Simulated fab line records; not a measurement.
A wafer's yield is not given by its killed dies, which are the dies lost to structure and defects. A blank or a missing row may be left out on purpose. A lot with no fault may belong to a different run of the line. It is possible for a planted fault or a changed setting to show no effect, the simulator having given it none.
What tool caused it? / flow n5-finfet / route of 1938 steps, sampled at 1 step: 10 lots, 30 wafers

== WHAT THE GAUGES READ, wafer by wafer ==
N5_BEOL_M15_INSPECT_12: inspects for defects (macro). Usual: 1.8 for raw-defect-count, sd 1.3.
lot=L876; measured=day 11 11:52; on=defect-inspect-01; raw-defect-count=2 2 1; flag=
lot=L884; measured=day 13 10:11; on=defect-inspect-01; raw-defect-count=2 3 3; flag=
lot=L886; measured=day 13 12:44; on=defect-inspect-01; raw-defect-count=2 2 2; flag=
lot=L887; measured=day 14 14:05; on=defect-inspect-01; raw-defect-count=1 1 2; flag=
lot=L888; measured=day 14 20:10; on=defect-inspect-02; raw-defect-count=3 1 0; flag=
lot=L894; measured=day 17 15:37; on=defect-inspect-01; raw-defect-count=0 1 3; flag=
lot=L895; measured=day 18 00:37; on=defect-inspect-01; raw-defect-count=5 1 0; flag=
lot=L897; measured=day 18 05:43; on=defect-inspect-02; raw-defect-count=2 1 1; flag=
lot=L898; measured=day 19 08:47; on=defect-inspect-01; raw-defect-count=2 2 2; flag=
lot=L896; measured=day 19 13:15; on=defect-inspect-02; raw-defect-count=1 1 0; flag=

== TOOL THAT RAN EACH LOT (tool first, then ch and the chambers of the sampled wafers, then the start) ==
Before these readings, the record contains no process step.

== WHAT THE TOOLS THEMSELVES READ (means of the sampled wafers that have a number; where no wafer has one, the mark that the record gives instead) ==
The record holds no such reading with a usual standard deviation.

== THE ANSWER, worked out from the rows above alone ==
Rule: a lot counts as off when the mean over its wafers that have a number is more than 3 standard deviations away from the usual mean. A lot without any number at a reading at which 4 lots or more have one is off too. Any other lot the step has rows for is counted as sound. The gauges are gone through in route order, then the tools' own readings, and for those a lot's mean is taken as printed above. At the first step where some lot is off, the reading lying furthest off is the one used; lots without a number count as furthest.
Across all readings shown, no lot is off: no conclusion can be drawn from this.

== WHAT HAD BEEN PUT IN BY THE SIMULATOR ==
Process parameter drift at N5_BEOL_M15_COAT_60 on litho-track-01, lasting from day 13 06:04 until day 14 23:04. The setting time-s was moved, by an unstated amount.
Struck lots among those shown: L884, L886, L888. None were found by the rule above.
